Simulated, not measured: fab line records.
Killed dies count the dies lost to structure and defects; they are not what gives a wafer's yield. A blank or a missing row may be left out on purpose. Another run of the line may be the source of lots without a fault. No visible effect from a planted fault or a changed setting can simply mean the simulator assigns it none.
Chamber matching -- flow n5 finfet -- N5_BEOL_M10_STRIP_67 on rie diel-05 has 4 sister chambers
The step strips in CF4. 16 wafers are shown with their chamber, then 8 later ones without.

WAFERS PAIRED WITH THEIR CHAMBERS
wafer,chamber,drypump motor current A (A),showerhead plenum p Torr (Torr),rf vpp V (V)
L079.1,1,4.7,1.82,272.6
L079.4,3,5.6,1.85,273.5
L079.6,0,6.4,1.75,269.5
L082.2,1,4.8,1.82,273.0
L082.4,0,6.4,1.74,269.4
L082.5,0,6.4,1.75,269.4
L087.1,3,5.6,1.84,272.3
L087.3,2,5.8,1.76,270.6
L087.5,0,6.4,1.74,269.9
L089.1,2,5.9,1.75,271.6
L089.5,2,5.9,1.75,271.0
L089.6,3,5.7,1.84,270.5
L092.1,3,5.6,1.84,272.3
L092.2,0,6.4,1.74,268.5
L092.3,1,4.7,1.82,272.0
L091.1,2,5.9,1.75,270.5

SIGNATURES, as means of the wafers listed above
reading,chamber 0,chamber 1,chamber 2,chamber 3,scatter within a chamber
drypump motor current A,6.400,4.733,5.875,5.625,0.0425
showerhead plenum p Torr,1.7440,1.8200,1.7525,1.8425,0.00474
rf vpp V,269.340,272.533,270.925,272.150,0.758
Rule: a wafer's distance from a chamber is the root of the sum, over the readings, of the square of ((its reading less the chamber's mean) divided by the reading's scatter). The wafer belongs to the nearest chamber; if the next one is less than 2 further off, it can't be placed. The scatter is the square root of a quotient: the sum, over the shown wafers, of each reading's squared deviation from its chamber's mean, divided by wafers minus chambers.

WAFERS WHOSE CHAMBER IS MISSING
wafer,drypump motor current A (A),showerhead plenum p Torr (Torr),rf vpp V (V)
L091.2,5.6,1.83,272.5
L091.4,6.4,1.74,269.9
L094.3,4.7,1.82,273.2
L094.4,5.9,1.75,270.4
L094.6,5.6,1.83,269.8
L096.3,5.6,1.83,272.6
L096.5,4.7,1.82,272.3
L096.6,5.9,1.75,270.3

WHICH CHAMBER EACH WENT THROUGH
wafer,from the rows above,in truth
L091.2,3,3
L091.4,0,0
L094.3,1,1
L094.4,2,2
L094.6,3,3
L096.3,3,3
L096.5,1,1
L096.6,2,2
Correctly placed: 8 of 8. Can't be placed from these rows: 0. Wrongly placed: 0.
